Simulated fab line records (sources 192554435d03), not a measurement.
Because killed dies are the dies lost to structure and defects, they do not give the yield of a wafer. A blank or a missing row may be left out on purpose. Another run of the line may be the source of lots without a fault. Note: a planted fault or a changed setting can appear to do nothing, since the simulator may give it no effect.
Chamber matching || flow n5 finfet || cmp-03 running N5_BEOL_M3_CMP_52: 4 sister chambers
The step polishes, stops on SiOC, t overpolish 6.8 s, target thk 40 nm. 8 wafers are shown with their chamber, then 8 later ones without.

== WAFERS, EACH WITH ITS CHAMBER ==
{"wafer": "L077.1", "chamber": 3, "motor current A (A)": 7.0, "time to endpoint s (s)": 61}
{"wafer": "L081.2", "chamber": 3, "motor current A (A)": 7.3, "time to endpoint s (s)": 65}
{"wafer": "L081.4", "chamber": 1, "motor current A (A)": 5.2, "time to endpoint s (s)": 56}
{"wafer": "L083.4", "chamber": 2, "motor current A (A)": 6.0, "time to endpoint s (s)": 52}
{"wafer": "L088.1", "chamber": 0, "motor current A (A)": 5.4, "time to endpoint s (s)": 58}
{"wafer": "L088.4", "chamber": 2, "motor current A (A)": 5.9, "time to endpoint s (s)": 52}
{"wafer": "L087.1", "chamber": 1, "motor current A (A)": 5.2, "time to endpoint s (s)": 58}
{"wafer": "L087.2", "chamber": 0, "motor current A (A)": 5.7, "time to endpoint s (s)": 61}

== WAFERS WHOSE CHAMBER IS MISSING ==
{"wafer": "L087.3", "motor current A (A)": 7.2, "time to endpoint s (s)": 58}
{"wafer": "L092.2", "motor current A (A)": 7.2, "time to endpoint s (s)": 59}
{"wafer": "L092.4", "motor current A (A)": 5.5, "time to endpoint s (s)": 56}
{"wafer": "L095.1", "motor current A (A)": 5.5, "time to endpoint s (s)": 60}
{"wafer": "L095.2", "motor current A (A)": 5.9, "time to endpoint s (s)": 54}
{"wafer": "L095.4", "motor current A (A)": 5.7, "time to endpoint s (s)": 60}
{"wafer": "L096.1", "motor current A (A)": 5.5, "time to endpoint s (s)": 61}
{"wafer": "L097.2", "motor current A (A)": 5.6, "time to endpoint s (s)": 58}

== WHICH CHAMBER EACH ONE RAN IN ==
{"wafer": "L087.3", "from the rows above": 3, "in truth": 3}
{"wafer": "L092.2", "from the rows above": 3, "in truth": 3}
{"wafer": "L092.4", "from the rows above": "can't be placed: 0 or 1 or 2", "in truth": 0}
{"wafer": "L095.1", "from the rows above": 0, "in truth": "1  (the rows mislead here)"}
{"wafer": "L095.2", "from the rows above": 2, "in truth": 2}
{"wafer": "L095.4", "from the rows above": 0, "in truth": 0}
{"wafer": "L096.1", "from the rows above": 0, "in truth": 0}
{"wafer": "L097.2", "from the rows above": "can't be placed: 0 or 1", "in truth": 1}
Correctly placed: 5 of 8. Cannot be placed on the basis of these rows: 2; the candidates contain the true chamber in 2. Wrongly placed: 1.
How it was worked out, from the rows above alone: a wafer's distance from a chamber is the root of the sum, over the readings, of the square of ((its reading less the chamber's mean) divided by the reading's scatter). If the next closest chamber is less than 2 further off than the closest, the wafer can't be placed; otherwise it belongs to the closest. A chamber's mean is the mean of its shown wafers. The scatter: the root of (the sum of the squares of (reading less its chamber's mean) over the shown wafers, divided by (wafers less chambers)).
